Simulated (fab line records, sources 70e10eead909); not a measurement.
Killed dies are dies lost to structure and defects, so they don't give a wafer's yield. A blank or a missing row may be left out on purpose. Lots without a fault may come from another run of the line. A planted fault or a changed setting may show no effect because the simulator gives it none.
Chamber matching | flow nand_harc | NHARC_A_CHANNEL_FILL_D1_ALD_16 on ald_hk-04: 4 sister chambers
The step deposits SiO2, target thk 1.5 nm, pulse time 10 s, ald cycles 15. 14 wafers are shown with their chamber, then 7 later ones without.

WAFERS WITH THEIR CHAMBER
wafer  | chamber | heater_power_outer_w (W) | heater_power_w (W) | precursor_pulse_height_rel
L126.1 | 2       | 245                      | 444                | 0.978
L126.3 | 0       | 278                      | 455                | 1.009
L126.4 | 1       | 257                      | 458                | 0.958
L128.2 | 0       | 273                      | 464                | 0.974
L128.3 | 2       | 241                      | 443                | 1.009
L128.6 | 1       | 257                      | 466                | 0.985
L137.2 | 2       | 233                      | 441                | 1.030
L137.4 | 3       | 241                      | 455                | 1.009
L137.6 | 1       | 265                      | 474                | 1.012
L144.1 | 0       | 276                      | 452                | 0.985
L144.2 | 1       | 277                      | 480                | 0.998
L144.4 | 2       | 234                      | 439                | 0.999
L145.1 | 3       | 249                      | 441                | 0.987
L145.2 | 1       | 274                      | 479                | 1.036

SIGNATURES (means of the wafers above)
reading                    | chamber 0 | chamber 1 | chamber 2 | chamber 3 | scatter within a chamber
heater_power_outer_w       | 275.67    | 266.00    | 238.25    | 245.00    | 7.01
heater_power_w             | 457.00    | 471.40    | 441.75    | 448.00    | 7.33
precursor_pulse_height_rel | 0.98933   | 0.99780   | 1.00400   | 0.99800   | 0.0239
Rule: a wafer's distance from a chamber is the root of the sum, over the readings, of the square of ((its reading less the chamber's mean) divided by the reading's scatter). The wafer belongs to the nearest chamber; if the next one is less than 2 further off, it can't be placed. The scatter: the root of (the sum of the squares of (reading less its chamber's mean) over the shown wafers, divided by (wafers less chambers)).

WAFERS WITHOUT THEIR CHAMBER
wafer  | heater_power_outer_w (W) | heater_power_w (W) | precursor_pulse_height_rel
L145.4 | 230                      | 443                | 0.998
L146.2 | 244                      | 460                | 0.992
L146.4 | 261                      | 471                | 0.976
L146.5 | 274                      | 457                | 1.007
L148.2 | 275                      | 461                | 1.033
L148.4 | 243                      | 463                | 1.014
L148.6 | 269                      | 489                | 1.004

WHICH CHAMBER EACH WENT THROUGH
wafer  | from the rows above          | in truth
L145.4 | can't be placed: 2 or 3      | 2
L146.2 | can't be placed: 3 or 2 or 1 | 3
L146.4 | can't be placed: 1 or 0      | 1
L146.5 | can't be placed: 0 or 1      | 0
L148.2 | can't be placed: 0 or 1      | 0
L148.4 | can't be placed: 3 or 2 or 1 | 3
L148.6 | 1                            | 1
Placed correctly: 1 of 7. Can't be placed from these rows: 6 (the true chamber is among the candidates in 6). Placed wrongly: 0.
